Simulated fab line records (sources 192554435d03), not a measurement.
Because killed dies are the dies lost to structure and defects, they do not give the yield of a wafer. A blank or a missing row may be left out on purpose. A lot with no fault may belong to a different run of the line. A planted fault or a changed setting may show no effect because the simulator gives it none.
Split-lot experiment -- flow n5 finfet -- on a route of 1938 steps: 7 lots, 21 wafers read

## THE SPLIT
At N5_SD_ACTIVATION_LSA_01 (time 0.0008 s), the setting temp c was moved away from the recipe's 1080 C on 6 of the 21 wafers read, by -0.8% to +3.0%. This setting was run at the recipe's value on the other wafers.

No step appears in the file between the split and the reading.

## THE READING
RS_SD_N (ohm/sq), read at N5_SD_ACTIVATION_RS_MEAS_03 with a four-point probe. A value of 21.92 ohm/sq with a standard deviation of 0.25 ohm/sq is what fault-free wafers of this fab line usually give.

wafer,"tool, chamber at the split","temp c as run, C",against the recipe,"RS_SD_N, ohm/sq",against lot-mates on the recipe
L074.1,"laser anneal-02, 0",1080,recipe,21.61,-
L074.3,"laser anneal-02, 0",1080,recipe,21.80,-
L074.5,"laser anneal-02, 0",1112,+3.0%,18.62,-3.08
L083.2,"laser anneal-01, 0",1080,recipe,21.80,-
L083.4,"laser anneal-01, 0",1109,+2.7%,19.06,-2.71
L083.5,"laser anneal-01, 0",1080,recipe,21.73,-
L086.4,"laser anneal-02, 0",1080,recipe,21.57,-
L086.5,"laser anneal-02, 0",1071,-0.8%,22.45,+0.82
L086.6,"laser anneal-02, 0",1080,recipe,21.69,-
L087.2,"laser anneal-01, 0",1080,recipe,21.92,-
L087.3,"laser anneal-01, 0",1080,recipe,22.15,-
L087.5,"laser anneal-01, 0",1080,recipe,22.07,-
L091.1,"laser anneal-01, 0",1097,+1.6%,19.95,no lot-mate on the recipe
L091.3,"laser anneal-01, 0",1097,+1.6%,19.88,no lot-mate on the recipe
L091.4,"laser anneal-01, 0",1097,+1.6%,20.15,no lot-mate on the recipe
L093.2,"laser anneal-01, 0",1080,recipe,21.94,-
L093.5,"laser anneal-01, 0",1080,recipe,22.09,-
L093.6,"laser anneal-01, 0",1080,recipe,22.08,-
L097.1,"laser anneal-01, 0",1080,recipe,21.68,-
L097.2,"laser anneal-01, 0",1080,recipe,21.59,-
L097.6,"laser anneal-01, 0",1080,recipe,21.72,-

FIT RESULTS
A straight line over all 21 wafers: RS_SD_N changes by -1.07 ohm/sq for each +1% of temp c; r = -0.98; the points scatter about the line by 0.2 ohm/sq.
The same after taking each lot's own level away (the mean of its wafers on the recipe; 18 wafers): -1.02 ohm/sq for each +1%; r = -1.00; scatter 0.072 ohm/sq.
According to that fit, moving temp c by its largest amount changes the reading by 3 ohm/sq.
The lots' own levels span 21.630 to 22.047 ohm/sq, that is 1.7 times the standard deviation above.
The two slopes are in agreement: the lot-to-lot level therefore moves the slope only a little.
Check: for one of the wafers moved furthest among these (+3.0%), held out of the fit, the line's prediction against its lot-mates is -2.98 ohm/sq. It came out at -3.08 ohm/sq against them.
Tool readings at the split's step, against how far the setting was moved: wafer_temp_C_max r = +0.99.

## THE WHOLE CHAIN: every reading that the file lists as answering this split, in the file's order
step,what it does,reading,change (the file's fit),r (the file's)
N5_SD_ACTIVATION_LSA_01,time 0.0008 s,wafer_temp_C_max,withheld for each +1% of the setting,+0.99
N5_SD_ACTIVATION_RS_MEAS_03,measures by four-point-probe,RS_SD_N,-1.02 for each +1% of the setting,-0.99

## THE FILE'S OWN FIT
RS_SD_N changes by -1.02 ohm/sq for each +1% of temp c, r = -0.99.
